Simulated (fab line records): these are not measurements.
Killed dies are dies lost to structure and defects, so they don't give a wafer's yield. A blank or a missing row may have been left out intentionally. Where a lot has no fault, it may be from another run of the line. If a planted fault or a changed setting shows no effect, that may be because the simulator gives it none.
Which tool did it? / flow n5 finfet / 24 lots with 72 wafers sampled at 6 steps, on a route of 1938 steps

## WHAT THE GAUGES SHOWED, per wafer
N5_BEOL_M10_THK_MEAS_53: measures by xrf. Usual: M10_THK typically reads 142.0 nm, with standard deviation 2.5.
lot=L074; measured=day 11 20:14; on=film metro-02; M10_THK (nm)=140.3 139.2 140.0; flag=
lot=L075; measured=day 13 05:22; on=film metro-01; M10_THK (nm)=145.8 141.9 145.8; flag=
lot=L076; measured=day 13 10:22; on=film metro-02; M10_THK (nm)=139.7 142.7 143.4; flag=
lot=L077; measured=day 13 18:56; on=film metro-01; M10_THK (nm)=143.1 145.1 145.6; flag=
lot=L078; measured=day 14 03:01; on=film metro-02; M10_THK (nm)=139.4 141.9 142.5; flag=
lot=L080; measured=day 14 11:35; on=film metro-01; M10_THK (nm)=139.7 141.8 141.1; flag=
lot=L081; measured=day 14 15:16; on=film metro-01; M10_THK (nm)=145.8 144.3 143.7; flag=
lot=L083; measured=day 14 19:43; on=film metro-01; M10_THK (nm)=137.9 142.5 143.0; flag=
lot=L082; measured=day 14 23:06; on=film metro-01; M10_THK (nm)=145.6 142.6 145.0; flag=
lot=L084; measured=day 15 01:19; on=film metro-01; M10_THK (nm)=143.5 142.6 143.1; flag=
lot=L086; measured=day 15 13:28; on=film metro-01; M10_THK (nm)=140.1 138.1 143.9; flag=
lot=L092; measured=day 15 13:34; on=film metro-02; M10_THK (nm)=140.3 137.1 139.9; flag=
lot=L085; measured=day 15 15:40; on=film metro-01; M10_THK (nm)=145.2 144.1 145.6; flag=
lot=L088; measured=day 16 04:41; on=film metro-01; M10_THK (nm)=142.2 141.8 139.0; flag=
lot=L087; measured=day 16 12:29; on=film metro-01; M10_THK (nm)=140.6 143.1 141.2; flag=
lot=L089; measured=day 16 13:44; on=film metro-01; M10_THK (nm)=145.2 139.4 143.3; flag=
lot=L090; measured=day 16 15:22; on=film metro-02; M10_THK (nm)=140.0 143.2 139.0; flag=
lot=L091; measured=day 16 19:04; on=film metro-01; M10_THK (nm)=140.8 142.5 149.6; flag=
lot=L093; measured=day 16 22:15; on=film metro-02; M10_THK (nm)=135.5 139.0 140.5; flag=
lot=L097; measured=day 18 02:19; on=film metro-02; M10_THK (nm)=143.3 148.0 147.3; flag=
lot=L079; measured=day 18 02:35; on=film metro-01; M10_THK (nm)=142.5 141.6 139.7; flag=
lot=L096; measured=day 18 04:53; on=film metro-01; M10_THK (nm)=142.2 142.7 143.9; flag=
lot=L094; measured=day 18 23:01; on=film metro-02; M10_THK (nm)=144.8 139.0 139.2; flag=
lot=L095; measured=day 19 03:11; on=film metro-02; M10_THK (nm)=144.1 142.2 143.8; flag=

N5_BEOL_M11_INSPECT_30: inspects for defects (brightfield). Usual: raw defect count 442, standard deviation 130.
lot=L074; measured=day 12 00:23; on=defect inspect-02; raw defect count=324 403 497; flag=
lot=L075; measured=day 13 09:11; on=defect inspect-02; raw defect count=511 428 337; flag=
lot=L076; measured=day 13 16:58; on=defect inspect-02; raw defect count=489 464 424; flag=
lot=L077; measured=day 13 23:46; on=defect inspect-01; raw defect count=511 583 420; flag=
lot=L078; measured=day 14 08:51; on=defect inspect-01; raw defect count=281 370 279; flag=
lot=L080; measured=day 14 16:41; on=defect inspect-01; raw defect count=460 414 411; flag=
lot=L081; measured=day 14 18:58; on=defect inspect-01; raw defect count=504 560 789; flag=
lot=L083; measured=day 14 22:19; on=defect inspect-01; raw defect count=695 539 338; flag=
lot=L082; measured=day 15 03:51; on=defect inspect-01; raw defect count=435 467 504; flag=
lot=L084; measured=day 15 06:02; on=defect inspect-02; raw defect count=296 334 592; flag=
lot=L086; measured=day 15 17:08; on=defect inspect-02; raw defect count=274 233 323; flag=
lot=L092; measured=day 15 17:18; on=defect inspect-02; raw defect count=425 586 391; flag=
lot=L085; measured=day 15 21:01; on=defect inspect-01; raw defect count=369 370 348; flag=
lot=L088; measured=day 16 11:21; on=defect inspect-02; raw defect count=478 275 384; flag=
lot=L087; measured=day 16 18:22; on=defect inspect-02; raw defect count=677 381 528; flag=
lot=L089; measured=day 16 18:29; on=defect inspect-01; raw defect count=370 341 549; flag=
lot=L090; measured=day 16 23:03; on=defect inspect-02; raw defect count=313 352 464; flag=
lot=L091; measured=day 16 23:05; on=defect inspect-02; raw defect count=683 411 496; flag=
lot=L093; measured=day 17 04:01; on=defect inspect-01; raw defect count=352 480 327; flag=
lot=L097; measured=day 18 09:55; on=defect inspect-01; raw defect count=505 588 376; flag=
lot=L079; measured=day 18 10:16; on=defect inspect-02; raw defect count=271 238 372; flag=
lot=L096; measured=day 18 10:05; on=defect inspect-01; raw defect count=373 699 478; flag=
lot=L094; measured=day 19 02:35; on=defect inspect-01; raw defect count=590 525 489; flag=
lot=L095; measured=day 19 09:07; on=defect inspect-01; raw defect count=641 609 609; flag=

N5_BEOL_M12_THK_MEAS_01. Usual: M12_ILD_THK typically reads 658 nm, with standard deviation 7.7.
lot=L074; measured=day 12 05:19; on=film metro-01; M12_ILD_THK (nm)=644 655 657; flag=
lot=L075; measured=day 13 13:46; on=film metro-01; M12_ILD_THK (nm)=646 658 660; flag=
lot=L076; measured=day 13 21:57; on=film metro-02; M12_ILD_THK (nm)=649 665 672; flag=
lot=L077; measured=day 14 03:14; on=film metro-01; M12_ILD_THK (nm)=657 655 662; flag=
lot=L078; measured=day 14 12:25; on=film metro-02; M12_ILD_THK (nm)=657 658 658; flag=
lot=L080; measured=day 14 19:56; on=film metro-02; M12_ILD_THK (nm)=660 665 673; flag=
lot=L081; measured=day 14 23:10; on=film metro-02; M12_ILD_THK (nm)=651 657 660; flag=
lot=L083; measured=day 15 01:33; on=film metro-02; M12_ILD_THK (nm)=655 666 665; flag=
lot=L082; measured=day 15 08:46; on=film metro-02; M12_ILD_THK (nm)=643 647 652; flag=
lot=L084; measured=day 15 09:32; on=film metro-02; M12_ILD_THK (nm)=650 667 666; flag=
lot=L086; measured=day 15 21:02; on=film metro-02; M12_ILD_THK (nm)=651 647 659; flag=
lot=L092; measured=day 15 22:13; on=film metro-01; M12_ILD_THK (nm)=643 648 653; flag=
lot=L085; measured=day 16 01:02; on=film metro-02; M12_ILD_THK (nm)=660 658 666; flag=
lot=L088; measured=day 16 15:15; on=film metro-02; M12_ILD_THK (nm)=654 659 646; flag=
lot=L087; measured=day 16 21:51; on=film metro-02; M12_ILD_THK (nm)=652 656 663; flag=
lot=L089; measured=day 16 22:02; on=film metro-02; M12_ILD_THK (nm)=657 669 660; flag=
lot=L090; measured=day 17 03:22; on=film metro-02; M12_ILD_THK (nm)=662 659 658; flag=
lot=L091; measured=day 17 03:27; on=film metro-02; M12_ILD_THK (nm)=648 651 652; flag=
lot=L093; measured=day 17 08:23; on=film metro-01; M12_ILD_THK (nm)=666 678 669; flag=
lot=L097; measured=day 18 13:43; on=film metro-01; M12_ILD_THK (nm)=651 653 662; flag=
lot=L079; measured=day 18 14:26; on=film metro-01; M12_ILD_THK (nm)=651 648 672; flag=
lot=L096; measured=day 18 14:20; on=film metro-01; M12_ILD_THK (nm)=662 652 666; flag=
lot=L094; measured=day 19 07:15; on=film metro-02; M12_ILD_THK (nm)=657 658 663; flag=
lot=L095; measured=day 19 12:29; on=film metro-01; M12_ILD_THK (nm)=650 660 659; flag=

## WHICH TOOL RAN EACH LOT (tool, then ch and the chambers of the sampled wafers, then the start)
lot=L074; N5_BEOL_M11_HM_DEP_02=pvd sputter-02, day 11 21:50; N5_BEOL_M11_DEGAS_44=pvd sputter-01, day 12 01:44; N5_BEOL_M11_SPUTTER_48=pvd sputter-03, day 12 03:50
lot=L075; N5_BEOL_M11_HM_DEP_02=pvd sputter-01, day 13 07:26; N5_BEOL_M11_DEGAS_44=pvd sputter-03, day 13 11:41; N5_BEOL_M11_SPUTTER_48=pvd sputter-01, day 13 12:36
lot=L076; N5_BEOL_M11_HM_DEP_02=pvd sputter-01, day 13 12:16; N5_BEOL_M11_DEGAS_44=pvd sputter-02, day 13 18:42; N5_BEOL_M11_SPUTTER_48=pvd sputter-02, day 13 20:47
lot=L077; N5_BEOL_M11_HM_DEP_02=pvd sputter-03, day 13 21:01; N5_BEOL_M11_DEGAS_44=pvd sputter-03, day 14 01:08; N5_BEOL_M11_SPUTTER_48=pvd sputter-01, day 14 01:51
lot=L078; N5_BEOL_M11_HM_DEP_02=pvd sputter-01, day 14 05:07; N5_BEOL_M11_DEGAS_44=pvd sputter-03, day 14 10:10; N5_BEOL_M11_SPUTTER_48=pvd sputter-02, day 14 11:01
lot=L080; N5_BEOL_M11_HM_DEP_02=pvd sputter-03, day 14 15:05; N5_BEOL_M11_DEGAS_44=pvd sputter-02, day 14 18:07; N5_BEOL_M11_SPUTTER_48=pvd sputter-01, day 14 18:47
lot=L081; N5_BEOL_M11_HM_DEP_02=pvd sputter-02, day 14 17:04; N5_BEOL_M11_DEGAS_44=pvd sputter-02, day 14 20:22; N5_BEOL_M11_SPUTTER_48=pvd sputter-03, day 14 21:46
lot=L083; N5_BEOL_M11_HM_DEP_02=pvd sputter-02, day 14 20:45; N5_BEOL_M11_DEGAS_44=pvd sputter-01, day 14 23:39; N5_BEOL_M11_SPUTTER_48=pvd sputter-02, day 15 00:25
lot=L082; N5_BEOL_M11_HM_DEP_02=pvd sputter-02, day 15 00:46; N5_BEOL_M11_DEGAS_44=pvd sputter-02, day 15 06:50; N5_BEOL_M11_SPUTTER_48=pvd sputter-01, day 15 07:33
lot=L084; N5_BEOL_M11_HM_DEP_02=pvd sputter-02, day 15 04:31; N5_BEOL_M11_DEGAS_44=pvd sputter-03, day 15 07:34; N5_BEOL_M11_SPUTTER_48=pvd sputter-01, day 15 08:13
lot=L086; N5_BEOL_M11_HM_DEP_02=pvd sputter-02, day 15 14:46; N5_BEOL_M11_DEGAS_44=pvd sputter-03, day 15 18:25; N5_BEOL_M11_SPUTTER_48=pvd sputter-01, day 15 19:23
lot=L092; N5_BEOL_M11_HM_DEP_02=pvd sputter-02, day 15 14:57; N5_BEOL_M11_DEGAS_44=pvd sputter-02, day 15 18:41; N5_BEOL_M11_SPUTTER_48=pvd sputter-02, day 15 21:01
lot=L085; N5_BEOL_M11_HM_DEP_02=pvd sputter-02, day 15 17:58; N5_BEOL_M11_DEGAS_44=pvd sputter-01, day 15 22:42; N5_BEOL_M11_SPUTTER_48=pvd sputter-01, day 15 23:52
lot=L088; N5_BEOL_M11_HM_DEP_02=pvd sputter-03, day 16 09:44; N5_BEOL_M11_DEGAS_44=pvd sputter-01, day 16 12:34; N5_BEOL_M11_SPUTTER_48=pvd sputter-02, day 16 14:03
lot=L087; N5_BEOL_M11_HM_DEP_02=pvd sputter-02, day 16 14:21; N5_BEOL_M11_DEGAS_44=pvd sputter-03, day 16 19:41; N5_BEOL_M11_SPUTTER_48=pvd sputter-02, day 16 20:19
lot=L089; N5_BEOL_M11_HM_DEP_02=pvd sputter-01, day 16 15:04; N5_BEOL_M11_DEGAS_44=pvd sputter-03, day 16 19:46; N5_BEOL_M11_SPUTTER_48=pvd sputter-02, day 16 20:24
lot=L090; N5_BEOL_M11_HM_DEP_02=pvd sputter-03, day 16 19:10; N5_BEOL_M11_DEGAS_44=pvd sputter-02, day 17 00:40; N5_BEOL_M11_SPUTTER_48=pvd sputter-03, day 17 01:44
lot=L091; N5_BEOL_M11_HM_DEP_02=pvd sputter-02, day 16 21:02; N5_BEOL_M11_DEGAS_44=pvd sputter-02, day 17 00:44; N5_BEOL_M11_SPUTTER_48=pvd sputter-02, day 17 01:44
lot=L093; N5_BEOL_M11_HM_DEP_02=pvd sputter-02, day 17 00:16; N5_BEOL_M11_DEGAS_44=pvd sputter-02, day 17 05:28; N5_BEOL_M11_SPUTTER_48=pvd sputter-03, day 17 07:04
lot=L097; N5_BEOL_M11_HM_DEP_02=pvd sputter-01, day 18 04:20; N5_BEOL_M11_DEGAS_44=pvd sputter-01, day 18 11:01; N5_BEOL_M11_SPUTTER_48=pvd sputter-01, day 18 11:59
lot=L079; N5_BEOL_M11_HM_DEP_02=pvd sputter-01, day 18 04:26; N5_BEOL_M11_DEGAS_44=pvd sputter-01, day 18 12:35; N5_BEOL_M11_SPUTTER_48=pvd sputter-02, day 18 13:17
lot=L096; N5_BEOL_M11_HM_DEP_02=pvd sputter-03, day 18 06:01; N5_BEOL_M11_DEGAS_44=pvd sputter-01, day 18 12:04; N5_BEOL_M11_SPUTTER_48=pvd sputter-01, day 18 12:46
lot=L094; N5_BEOL_M11_HM_DEP_02=pvd sputter-02, day 19 01:12; N5_BEOL_M11_DEGAS_44=pvd sputter-01, day 19 05:22; N5_BEOL_M11_SPUTTER_48=pvd sputter-02, day 19 06:06
lot=L095; N5_BEOL_M11_HM_DEP_02=pvd sputter-02, day 19 05:40; N5_BEOL_M11_DEGAS_44=pvd sputter-01, day 19 10:19; N5_BEOL_M11_SPUTTER_48=pvd sputter-01, day 19 11:14
- N5_BEOL_M11_HM_DEP_02: deposits TiN, target thk 20 nm.
- N5_BEOL_M11_DEGAS_44: time 60 s.
- N5_BEOL_M11_SPUTTER_48: material Cu, target thk 12 nm, time 2 s.

## WHAT THE TOOLS THEMSELVES READ (means of the sampled wafers that have a number; where no wafer has one, the mark that the record gives instead)
N5_BEOL_M11_HM_DEP_02. Usual: susceptor temp C 25.00 C, standard deviation 0.097; throttle valve pct 29.6 %, standard deviation 1.2.
lot=L074; tool=pvd sputter-02; susceptor temp C (C)=24.98; throttle valve pct (%)=29.5; flag=
lot=L075; tool=pvd sputter-01; susceptor temp C (C)=25.14; throttle valve pct (%)=30.5; flag=
lot=L076; tool=pvd sputter-01; susceptor temp C (C)=25.06; throttle valve pct (%)=29.7; flag=
lot=L077; tool=pvd sputter-03; susceptor temp C (C)=25.00; throttle valve pct (%)=29.3; flag=
lot=L078; tool=pvd sputter-01; susceptor temp C (C)=24.92; throttle valve pct (%)=30.3; flag=
lot=L080; tool=pvd sputter-03; susceptor temp C (C)=24.95; throttle valve pct (%)=30.0; flag=
lot=L081; tool=pvd sputter-02; susceptor temp C (C)=25.06; throttle valve pct (%)=30.5; flag=
lot=L083; tool=pvd sputter-02; susceptor temp C (C)=24.99; throttle valve pct (%)=29.2; flag=
lot=L082; tool=pvd sputter-02; susceptor temp C (C)=25.01; throttle valve pct (%)=30.7; flag=
lot=L084; tool=pvd sputter-02; susceptor temp C (C)=24.97; throttle valve pct (%)=29.6; flag=
lot=L086; tool=pvd sputter-02; susceptor temp C (C)=25.01; throttle valve pct (%)=30.3; flag=
lot=L092; tool=pvd sputter-02; susceptor temp C (C)=25.03; throttle valve pct (%)=29.2; flag=
lot=L085; tool=pvd sputter-02; susceptor temp C (C)=25.09; throttle valve pct (%)=30.4; flag=
lot=L088; tool=pvd sputter-03; susceptor temp C (C)=24.98; throttle valve pct (%)=29.2; flag=
lot=L087; tool=pvd sputter-02; susceptor temp C (C)=24.93; throttle valve pct (%)=29.2; flag=
lot=L089; tool=pvd sputter-01; susceptor temp C (C)=24.97; throttle valve pct (%)=29.1; flag=
lot=L090; tool=pvd sputter-03; susceptor temp C (C)=24.97; throttle valve pct (%)=30.1; flag=
lot=L091; tool=pvd sputter-02; susceptor temp C (C)=25.04; throttle valve pct (%)=29.5; flag=
lot=L093; tool=pvd sputter-02; susceptor temp C (C)=24.89; throttle valve pct (%)=30.3; flag=
lot=L097; tool=pvd sputter-01; susceptor temp C (C)=25.06; throttle valve pct (%)=29.3; flag=
lot=L079; tool=pvd sputter-01; susceptor temp C (C)=24.96; throttle valve pct (%)=29.7; flag=
lot=L096; tool=pvd sputter-03; susceptor temp C (C)=25.00; throttle valve pct (%)=29.7; flag=
lot=L094; tool=pvd sputter-02; susceptor temp C (C)=25.03; throttle valve pct (%)=29.3; flag=
lot=L095; tool=pvd sputter-02; susceptor temp C (C)=24.87; throttle valve pct (%)=30.1; flag=

N5_BEOL_M11_DEGAS_44. Usual: heater power w 333 W, standard deviation 30; susceptor temp C 249.99 C, standard deviation 0.17.
lot=L074; tool=pvd sputter-01; heater power w (W)=324; susceptor temp C (C)=249.88; flag=
lot=L075; tool=pvd sputter-03; heater power w (W)=320; susceptor temp C (C)=249.93; flag=
lot=L076; tool=pvd sputter-02; heater power w (W)=320; susceptor temp C (C)=250.30; flag=
lot=L077; tool=pvd sputter-03; heater power w (W)=338; susceptor temp C (C)=250.00; flag=
lot=L078; tool=pvd sputter-03; heater power w (W)=311; susceptor temp C (C)=249.88; flag=
lot=L080; tool=pvd sputter-02; heater power w (W)=316; susceptor temp C (C)=250.14; flag=
lot=L081; tool=pvd sputter-02; heater power w (W)=326; susceptor temp C (C)=249.97; flag=
lot=L083; tool=pvd sputter-01; heater power w (W)=346; susceptor temp C (C)=250.03; flag=
lot=L082; tool=pvd sputter-02; heater power w (W)=330; susceptor temp C (C)=249.97; flag=
lot=L084; tool=pvd sputter-03; heater power w (W)=322; susceptor temp C (C)=249.85; flag=
lot=L086; tool=pvd sputter-03; heater power w (W)=315; susceptor temp C (C)=250.08; flag=
lot=L092; tool=pvd sputter-02; heater power w (W)=329; susceptor temp C (C)=249.97; flag=
lot=L085; tool=pvd sputter-01; heater power w (W)=374; susceptor temp C (C)=250.11; flag=
lot=L088; tool=pvd sputter-01; heater power w (W)=319; susceptor temp C (C)=250.06; flag=
lot=L087; tool=pvd sputter-03; heater power w (W)=340; susceptor temp C (C)=249.85; flag=
lot=L089; tool=pvd sputter-03; heater power w (W)=315; susceptor temp C (C)=250.12; flag=
lot=L090; tool=pvd sputter-02; heater power w (W)=323; susceptor temp C (C)=250.05; flag=
lot=L091; tool=pvd sputter-02; heater power w (W)=328; susceptor temp C (C)=249.90; flag=
lot=L093; tool=pvd sputter-02; heater power w (W)=325; susceptor temp C (C)=250.05; flag=
lot=L097; tool=pvd sputter-01; heater power w (W)=362; susceptor temp C (C)=249.94; flag=
lot=L079; tool=pvd sputter-01; heater power w (W)=331; susceptor temp C (C)=250.02; flag=
lot=L096; tool=pvd sputter-01; heater power w (W)=316; susceptor temp C (C)=249.88; flag=
lot=L094; tool=pvd sputter-01; heater power w (W)=304; susceptor temp C (C)=249.89; flag=
lot=L095; tool=pvd sputter-01; heater power w (W)=341; susceptor temp C (C)=249.97; flag=

N5_BEOL_M11_SPUTTER_48. Usual: susceptor temp C -20.01 C, standard deviation 0.11; throttle valve pct 29.9 %, standard deviation 1.1.
lot=L074; tool=pvd sputter-03; susceptor temp C (C)=-19.97; throttle valve pct (%)=30.5; flag=
lot=L075; tool=pvd sputter-01; susceptor temp C (C)=-20.09; throttle valve pct (%)=29.7; flag=
lot=L076; tool=pvd sputter-02; susceptor temp C (C)=-20.01; throttle valve pct (%)=29.7; flag=
lot=L077; tool=pvd sputter-01; susceptor temp C (C)=-19.97; throttle valve pct (%)=29.5; flag=
lot=L078; tool=pvd sputter-02; susceptor temp C (C)=-19.94; throttle valve pct (%)=29.2; flag=
lot=L080; tool=pvd sputter-01; susceptor temp C (C)=-20.13; throttle valve pct (%)=30.5; flag=
lot=L081; tool=pvd sputter-03; susceptor temp C (C)=-19.98; throttle valve pct (%)=29.7; flag=
lot=L083; tool=pvd sputter-02; susceptor temp C (C)=-19.99; throttle valve pct (%)=29.4; flag=
lot=L082; tool=pvd sputter-01; susceptor temp C (C)=-19.96; throttle valve pct (%)=30.5; flag=
lot=L084; tool=pvd sputter-01; susceptor temp C (C)=-19.95; throttle valve pct (%)=29.8; flag=
lot=L086; tool=pvd sputter-01; susceptor temp C (C)=-19.91; throttle valve pct (%)=29.9; flag=
lot=L092; tool=pvd sputter-02; susceptor temp C (C)=-20.03; throttle valve pct (%)=29.3; flag=
lot=L085; tool=pvd sputter-01; susceptor temp C (C)=-20.04; throttle valve pct (%)=30.0; flag=
lot=L088; tool=pvd sputter-02; susceptor temp C (C)=-20.00; throttle valve pct (%)=28.5; flag=
lot=L087; tool=pvd sputter-02; susceptor temp C (C)=-20.07; throttle valve pct (%)=30.4; flag=
lot=L089; tool=pvd sputter-02; susceptor temp C (C)=-20.01; throttle valve pct (%)=28.5; flag=
lot=L090; tool=pvd sputter-03; susceptor temp C (C)=-20.04; throttle valve pct (%)=29.9; flag=
lot=L091; tool=pvd sputter-02; susceptor temp C (C)=-19.98; throttle valve pct (%)=29.2; flag=
lot=L093; tool=pvd sputter-03; susceptor temp C (C)=-19.93; throttle valve pct (%)=30.3; flag=
lot=L097; tool=pvd sputter-01; susceptor temp C (C)=-19.95; throttle valve pct (%)=30.2; flag=
lot=L079; tool=pvd sputter-02; susceptor temp C (C)=-20.05; throttle valve pct (%)=29.4; flag=
lot=L096; tool=pvd sputter-01; susceptor temp C (C)=-20.01; throttle valve pct (%)=30.0; flag=
lot=L094; tool=pvd sputter-02; susceptor temp C (C)=-19.94; throttle valve pct (%)=30.4; flag=
lot=L095; tool=pvd sputter-01; susceptor temp C (C)=-19.91; throttle valve pct (%)=29.6; flag=

## THE ANSWER, worked out from the rows above alone
Rule: a lot is off if the mean of its wafers that have a number lies more than 3 standard deviations from the usual mean. A lot without any number at a reading at which 4 lots or more have one is off too. Any other lot the step has rows for is counted as sound. Order of review: gauges by route order, followed by the tools' own readings, for which a lot's mean as printed above is used. At the first step where some lot is off, the reading lying furthest off is the one used; lots without a number count as furthest.
None of the lots is off at any reading shown; this tells nothing.

## WHAT THE SIMULATOR HAD PUT IN
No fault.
